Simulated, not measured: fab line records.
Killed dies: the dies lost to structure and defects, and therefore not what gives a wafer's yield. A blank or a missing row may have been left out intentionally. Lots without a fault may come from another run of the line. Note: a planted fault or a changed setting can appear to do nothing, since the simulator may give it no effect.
fab line records    flow n5Finfet
[record] lots = 3  wafers = 9  lastDay = 19
route steps=1938 shown HKMG_FIN@401 BEOL_M4@1111 PASSIVATION@1936
lots untouched by any fault: they come from a run of this same line in which no faults occurred
startH: hours from the record's first day to the start of the lot's first wafer shown    waitH: time in hours since the lot's previous step    " identical to the entry in the row above    L1.1+2: a single row standing in for several wafers    - either no value or no given start    * or withheld: withheld    < > ~ a bound
route shown NAME@n: names a module that has steps shown in the file, with the first one's number in the route    usual: mean/standard deviation taken from wafers without a fault    same: alike in all rows    chamber/n: place in a boat    sites: each site's reading    _std_site: their standard deviation    _edge_site: inner sites' mean taken away from outer sites' mean    radiusMm: how far each site lies from the wafer's centre    mask NAME#n: copy n    behind: the most recent tool/chamber to have shaped the wafer    hold: the reason the lot was held/the length of the hold in hours/how it ended    device: names the non-switching transistor (n, p or np)    end of line: tests run on the same wafers once the route is complete    for a step that has no rows: nothing shown but its recipe    killed: at the first sort, the dies lost to defects and structure; wafer yield is something else    map: dies across one wafer; x = killed, . = not, _ = none there
set.NAME: the setting the step ran with; set.NAME@STEP: the setting that earlier step ran with    model.NAME: the simulator's own value behind a step, which no gauge read
a table for each step, a row for each wafer; lots at some steps of the route
[[steps]]
[step N5_HKMG_FIN_DESCUM_53]
[recipe] chemistry = O2  timeS = 7.9  sourcePowerW = 50  biasPowerW = 20  pressureMtorr = 20  rfFrequencyHz = 2.712e+07  tempC = 40  resist = CAR-ArF  o2FlowSccm = 225
[step N5_HKMG_FIN_ETCH_54]
[recipe] chemistry = CF4  target = SiARC  targetDepthA = 455  maskMaterial = CAR-ArF  timeS = 75.8  ionEnergyEv = 80  pressureMtorr = 40  sourceW = 545  biasW = 36  Ar_flow_sccm = 100  cf4FlowSccm = 100  ends = cleared
[step N5_HKMG_FIN_ETCH_55]
[recipe] chemistry = N2/H2  target = SOC  targetDepthA = 2400  tempC = 40  timeS = 300  ionEnergyEv = 200  maskMaterial = SiARC  pressureMtorr = 30  sourceW = 840  biasW = 150  n2FlowSccm = 200  h2FlowSccm = 200
[step N5_HKMG_FIN_STRIP_56]
[recipe] chemistry = N2/H2  tempC = 40  n2FlowSccm = 200  h2FlowSccm = 200  rfFrequencyHz = 6e+07
[step N5_HKMG_FIN_STRIP_57]
[recipe] chemistry = CF4  resist = SiARC  powerW = 300  biasPowerW = 75  pressureMtorr = 50  cf4FlowSccm = 150  rfFrequencyHz = 6e+07
[step N5_HKMG_FIN_ETCH_58]
[recipe] chemistry = N2/H2  target = SOC  targetDepthA = 2158  ionEnergyEv = 50  biasW = 13  timeS = 741  pressureMtorr = 30  sourceW = 875  n2FlowSccm = 200  h2FlowSccm = 200
[step N5_HKMG_FIN_STRIP_93]
[recipe] chemistry = N2/H2  material = SOC  timeS = 20  powerW = 500  tempC = 40  pressureMtorr = 50  rfFrequencyHz = 6e+07  biasPowerW = 8  h2Frac = 0.5  n2FlowSccm = 300  h2FlowSccm = 300
[step N5_HKMG_FIN_WET_ETCH_76]
[recipe] chemistry = dNH4OH  mix = 1:50  tempC = 25  target = Al2O3  stopOn = La2O3  targetDepthNm = 2.25  dry = ipaMarangoni  rinseTimeS = 30  rinseTempC = 23
[step N5_HKMG_FIN_STRIP_60]
[recipe] chemistry = N2/H2  powerW = 2500  tempC = 300  h2Frac = 0.65  timeS = 360  pressureMtorr = withheld  n2FlowSccm = 1750  h2FlowSccm = 3250
[step N5_HKMG_FIN_WET_ETCH_77]
[recipe] chemistry = dHCl  mix = 1:10000  tempC = 25  target = La2O3  stopOn = HfO2  targetDepthNm = 2
[step N5_HKMG_FIN_WET_ETCH_78]
[recipe] chemistry = dNH4OH  mix = 1:50  tempC = 25  target = Al2O3  stopOn = La2O3  targetDepthNm = 4.5  dry = ipaMarangoni  rinseTimeS = 30  rinseTempC = 23
[usual] tempC = 24.99/0.092
lot.wafer  tool         chamber  startH  waitH  tempC
L176.2     wetBench-03  3        97.66   0.0    24.88
L176.3     "            4        "       "      25.12
L176.5     "            6        "       "      24.94
L187.1     wetBench-03  5        164.18  0.0    24.93
L187.4     "            2        "       "      25.10
L187.6     "            4        "       "      24.94
L189.2     wetBench-05  3        176.30  0.0    24.99
L189.4     "            2        "       "      25.04
L189.5     "            1        "       "      24.86
[step N5_HKMG_FIN_ALD_79]
[recipe] material = TiN  targetThkA = 15  tempC = 400  aldPrecursorFamily = TiCl4  aldCoReactant = NH3  pulseTimeS = 1  purgeTimeS = 3  coReactantPurgeTimeS = 2  coReactantPulseTimeS = 2  aldCycles = 68  pressureTorr = 3
[step N5_HKMG_FIN_CVD_62]
[recipe] material = a-Si  targetThkA = 30  tempC = 500  precursor = Si2H6  pressureTorr = 1  timeS = 20.8
[step N5_HKMG_FIN_RTA_80]
[recipe] tempC = withheld  timeS = 2  ambient = N2  idleTempC = 600  rampUpCPerS = 150  rampDownCPerS = 60  coolToC = 600
[step N5_HKMG_FIN_PRECLEAN_64]
[recipe] chemistry = dHF  timeS = 30  tempC = 25  dilution = withheld
[step N5_HKMG_FIN_WET_ETCH_65]
[recipe] chemistry = TMAH  tempC = 70  concWtPct = 5  target = a-Si  stopOn = TiN  timeS = 49  targetDepthNm = 3
[step N5_HKMG_FIN_WET_ETCH_81]
[recipe] chemistry = SC1  target = TiN  stopOn = HfO2  mix = 1:1:5  tempC = 60  timeS = 57  targetDepthNm = 6
[step N5_HKMG_FIN_WET_ETCH_82]
[recipe] chemistry = dHCl  mix = 1:10000  tempC = 25  target = La2O3  stopOn = HfO2  targetDepthNm = 2  dry = ipaMarangoni  rinseTimeS = 30  rinseTempC = 23
[step N5_HKMG_FIN_ALD_36]
[recipe] material = TiN  targetThkA = 10  tempC = 400  aldPrecursorFamily = TiCl4  aldCoReactant = NH3  pulseTimeS = 1  purgeTimeS = 3  coReactantPurgeTimeS = 2  coReactantPulseTimeS = 2  aldCycles = 47  pressureTorr = 3
[step N5_HKMG_FIN_PWFM_ALD_03]
[recipe] material = TiN  targetThkA = 20  tempC = 400  aldPrecursorFamily = TiCl4  aldCoReactant = NH3  pulseTimeS = 1  purgeTimeS = 3  coReactantPurgeTimeS = 2  coReactantPulseTimeS = 2  aldCycles = 91  pressureTorr = 3
[step N5_HKMG_FIN_COAT_29]
[recipe] resist = SOC  tempC = 250  timeS = 60  spinRpm = 1500  resistThkNm = 300
[step N5_HKMG_FIN_COAT_30]
[recipe] resist = SiARC  tempC = 220  timeS = 60  spinRpm = 1500  resistThkNm = 35
[step N5_HKMG_FIN_COAT_06]
[recipe] resist = CAR-ArF  spinRpm = 1500  resistThkNm = 90
[step N5_HKMG_FIN_EBR_08]
[recipe] solvent = PGMEA  ebrWidthMm = 1.5
[step N5_HKMG_FIN_SOFTBAKE_07]
[recipe] tempC = 110  timeS = 60  resist = CAR-ArF
[step N5_HKMG_FIN_EXPOSE_09]
[recipe] maskId = NWFM  na = 1.35  sourceShape = conventional  sigmaOuter = 0.8  polarization = unpolarized  doseMj = 39.25
[step N5_HKMG_FIN_PEB_10]
[recipe] pebTempC = withheld  pebTimeS = 60  resist = CAR-ArF
[step N5_HKMG_FIN_DEVELOP_11]
[recipe] developTimeS = 30  developer = TMAH  resist = CAR-ArF  devTempC = 23  rinseLiquid = diw  dry = airSpin
[step N5_HKMG_FIN_INSPECT_14]
[recipe] mode = adi  inspectInstrument = macro
[usual] rawDefectCount = 2.1/1.5
lot.wafer  tool              chamber  startH  waitH  rawDefectCount
L176.2     defectInspect-02  -        99.72   0.0    0
L176.3     "                 -        "       "      1
L176.5     "                 -        "       "      0
L187.1     defectInspect-02  -        166.10  0.0    >300
L187.4     "                 -        "       "      1
L187.6     "                 -        "       "      2
L189.2     defectInspect-01  -        178.38  0.0    1
L189.4     "                 -        "       "      3
L189.5     "                 -        "       "      4
[step N5_HKMG_FIN_DESCUM_17]
[recipe] chemistry = O2  timeS = 7.9  sourcePowerW = 50  biasPowerW = 20  pressureMtorr = 20  rfFrequencyHz = 2.712e+07  tempC = 40  resist = CAR-ArF  o2FlowSccm = 225
[step N5_BEOL_M4_RC_MEAS_101]
[usual] DIBL_N = 36.6/1.3  DIBL_P = 36.4/1.4  IOFF_N = 0.167/0.023  IOFF_P = 0.219/0.029  ION_N = 678/8.7  ION_P = 464/6.4  SS_N = 71.5/0.53  SS_P = 73.4/0.57  VT_N = 248.5/2.8  VT_P = -249/3.1
lot.wafer  tool       chamber  startH  waitH  DIBL_N[mV/V]  DIBL_P[mV/V]  IOFF_N[nA/um]  IOFF_P[nA/um]  ION_N[uA/um]  ION_P[uA/um]  SS_N[mV/dec]  SS_P[mV/dec]  VT_N[mV]  VT_P[mV]
L176.2     prober-02  0        203.08  0.2    37.2          35.2          0.158          0.218          688           472           71.2          73.6          247.7     -249
L176.3     "          0        "       "      38.1          36.9          0.185          0.259          693           478           72.0          73.5          244.5     -246
L176.5     "          0        "       "      35.7          33.5          0.136          0.190          685           467           71.4          71.7          249.4     -250
L187.1     prober-02  0        296.68  0.0    37.5          37.2          0.187          0.261          679           465           72.4          73.6          246.6     -245
L187.4     "          0        "       "      36.0          35.6          0.158          0.239          674           468           71.2          73.8          250.5     -246
L187.6     "          0        "       "      38.3          37.8          0.201          0.270          672           463           71.8          74.3          247.1     -246
L189.2     prober-02  0        335.03  0.2    38.4          39.2          0.187          0.234          688           464           71.0          74.2          249.4     -251
L189.4     "          0        "       "      36.8          36.9          0.157          0.203          677           461           70.6          74.0          250.3     -252
L189.5     "          0        "       "      37.0          36.7          0.159          0.202          674           465           71.0          73.6          251.1     -250
[step N5_PASSIVATION_PROBE_49]
[usual] defectLimitedYield = 91.6/1.6  killed_at_M0_to_M3 = 32/9.7  killed_at_M4_up = 13/4.4  killedAtContacts = 12/6.5  killedAtFrontEnd = 38/12  killedAtOther = 3.7/3  killedDies = 99/18  killedOnRim = 13/3.9  killedOpen = 66/14  killedShort = 32/7.5  sort_bin_5_function = 4.9/1  sort_bin_6_memory = 3.2/0.73  sortNPass = 1081/18  sortYieldPct = 91.6/1.6
[same] grossDies = 1180  killedAtBackSide = 0  sort_bin_4_leakage[%] = 0  sort_bin_8_speed[%] = 0
lot.wafer  tool       chamber  startH  waitH  defectLimitedYield[%]  killed_at_M0_to_M3  killed_at_M4_up  killedAtContacts  killedAtFrontEnd  killedAtOther  killedDies  killedOnRim  killedOpen  killedShort  sort_bin_5_function[%]  sort_bin_6_memory[%]  sortNPass  sortYieldPct[%]
L187.1     prober-01  -        403.19  0.0    85.3                   37                  5                26                105               1              174         34           75          42           8.7                     4.9                   1006       85.3
L187.4     prober-01  -        403.34  0.2    91.4                   38                  11               12                37                4              102         15           72          30           5.1                     3.5                   1078       91.4
L187.6     prober-01  -        403.44  0.3    90.3                   42                  9                16                44                3              114         9            70          41           5.9                     3.3                   1066       90.3
// killed by level:class
L187.1 HKMG_FIN:unspecified=53 MOL_CONTACT_COAG:geometricParticle:open=23 FIN_SAQP:geometricParticle:open=19 BEOL_M1:geometricParticle:open=11 FIN_SAQP:geometricParticle:short=10 BEOL_M0_SAQP:geometricParticle:short=7 GATE_CUT:geometricParticle:short=6 ILD0:geometricParticle:short=5
L187.4 STI_FIN_REVEAL:geometricParticle:open=12 MOL_CONTACT_COAG:geometricParticle:open=9 BEOL_M2:geometricParticle:open=9 FIN_SAQP:geometricParticle:open=7 BEOL_M1:geometricParticle:open=7 BEOL_M0_SAQP:geometricParticle:short=6 BEOL_M0_SAQP:geometricParticle:open=6 STI_FIN_REVEAL:geometricParticle:short=4
L187.6 FIN_SAQP:geometricParticle:open=13 MOL_CONTACT_COAG:geometricParticle:open=12 BEOL_M3:geometricParticle:open=11 BEOL_M0_SAQP:geometricParticle:short=10 FIN_SAQP:geometricParticle:short=9 BEOL_M0_SAQP:geometricParticle:open=9 GATE_CUT:geometricParticle:short=4 MOL_CONTACT_COAG:geometricParticle:short=4
// map L187.1 (x killed, . not)
_________________.......x....________________
______________.....x.x..x......x_____________
___________....x........xx.........__________
__________xx..x...x.............x..._________
________..x.......x.................x._______
_______....x..x.................x.....x______
______......xx..................x......._____
_____.x.............x.x...........x......____
____............xx......x.........x.......___
___..x...............x.....................__
___....x.........x.x..x.......x...x........__
__.........................................._
__....x.x......x.....x.....x.........x.x...._
_..........................x.................
_..x....x....................x.x.............
_.x.......x....x........x.......x.....x......
_...................x.......x......x.........
_.......xx.........................x.x......x
_......xx....x.x.........x..............x....
_........x............x.x....................
_.............x.....x............x...xx..x..x
__.................x.......x.x......xx.....x_
__....x...........x..x.x...................._
___...x........x..................x.....x..__
___.....x...........x..........x.x..x......__
____..x...x.....x......x..................___
_____............x....................xx.____
______....x.....x..x........xx.x.x....x._____
_______....................xxx.xxxx....______
________xx...............xxxxxxxxxx.x._______
__________.x.............xxxxxxxxxxx_________
___________.......x....xx.xxxxxxxxx__________
______________..........xxxxxxxx_____________
_________________...xx..xxxxx________________
// map L176.5 (x killed, . not)
_________________............________________
______________......x..........._____________
___________........................__________
__________.......................x.._________
________x......x......................_______
_______...........x....................______
______x............x...............x...._____
_____..x...x....x..........x...........x.____
____..................x...x..............x___
___...............x......................x.__
___.....x.........x...................x....__
__..................x......................._
__....x...............x...x....xx...x......._
_.................x...x...............x...x..
_.............x........................xx....
_.xx........x.......x........................
_...........xx................x......x...x.x.
_...........x...........x......x....x.xx.....
_....xx...x.........x..x..........x.....x....
_...............................xx.....x..x..
_.......x...xx...............x.x.....x....x..
__......x..................................._
__...............x................x.....x..._
___...........x..................x.........__
___...........xx...........................__
____...............x....x..x..............___
_____..........x....x.............x....x.____
______.........x............xx.x........_____
_______x.x.............................______
________...............x...x.........._______
__________...x......................_________
___________........x...............__________
______________.................x_____________
_________________..x.........________________
[[key]]
[firstSign] step = N5_HKMG_FIN_INSPECT_14  reading = rawDefectCount  direction = up  sigmas = 99+  usual = 2.1  struck = >300
[effect] step = N5_PASSIVATION_PROBE_49  reading = killedAtFrontEnd  direction = up  sigmas = 5.6  usual = 38  struck = 105
[moreKillsBornAt] N5_HKMG_FIN_WET_ETCH_78@wetBench-03 = 53
metAt N5_HKMG_FIN_WET_ETCH_78
struckWafers L187.1
[fault] kind = chamberParticleSource  tool = wetBench-03  chamber = 5  onsetH = 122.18  steps = N5_HKMG_FIN_WET_ETCH_78  ratePerVisitCm2 = 0.71676  endH = 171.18
